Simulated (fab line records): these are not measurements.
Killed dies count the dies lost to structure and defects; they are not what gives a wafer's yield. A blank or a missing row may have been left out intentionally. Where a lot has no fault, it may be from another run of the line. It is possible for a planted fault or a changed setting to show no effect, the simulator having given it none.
Matching of chambers	flow nandHarc	NHARC_A_CONTACT_ETCH_102 on rieDiel-13 has 4 sister chambers
The step etches the open film in CF4/O2, target depth 100 nm, overetch 10 nm, time 55 s. 14 wafers are shown with their chamber, then 7 later ones without.

## EACH WAFER AND ITS CHAMBER
wafer	chamber	showerheadPlenumPTorr (Torr)	drypumpMotorCurrentA (A)	runLengthS (s)
L556.1	1	1.38	5.7	76.4
L556.2	2	1.25	4.9	75.8
L556.6	0	1.34	5.2	75.9
L559.3	0	1.34	5.2	75.6
L559.4	1	1.38	5.6	76.1
L559.5	0	1.34	5.2	75.9
L561.2	3	1.30	5.6	76.8
L561.3	0	1.34	5.2	75.5
L561.5	0	1.34	5.2	75.4
L570.1	2	1.25	4.9	75.9
L570.3	3	1.30	5.5	76.3
L570.6	2	1.25	4.9	76.0
L572.2	1	1.37	5.7	76.3
L572.3	0	1.33	5.1	75.7

SIGNATURES (means of the wafers above)
reading	chamber 0	chamber 1	chamber 2	chamber 3	scatter within a chamber
showerheadPlenumPTorr	1.3383	1.3767	1.2500	1.3000	0.00387
drypumpMotorCurrentA	5.183	5.667	4.900	5.550	0.0447
runLengthS	75.667	76.267	75.900	76.550	0.201
Rule: distance of a wafer from a chamber = root of the sum over the readings of ((wafer's reading minus chamber's mean) / reading's scatter) squared. If the next closest chamber is less than 2 further off than the closest, the wafer can't be placed; otherwise it belongs to the closest. The scatter: the root of (the sum of the squares of (reading less its chamber's mean) over the shown wafers, divided by (wafers less chambers)).

## WAFERS WITHOUT THEIR CHAMBER
wafer	showerheadPlenumPTorr (Torr)	drypumpMotorCurrentA (A)	runLengthS (s)
L572.4	1.29	5.6	76.5
L576.1	1.25	4.9	76.1
L576.3	1.29	5.6	77.0
L576.5	1.33	5.2	75.6
L577.1	1.33	5.1	75.8
L577.3	1.37	5.7	76.4
L577.6	1.37	5.7	76.4

## CHAMBER TAKEN BY EACH
wafer	from the rows above	in truth
L572.4	3	3
L576.1	2	2
L576.3	3	3
L576.5	0	0
L577.1	0	0
L577.3	1	1
L577.6	1	1
7 of 7 placed correctly. Number that these rows cannot place: 0. 0 placed wrongly.
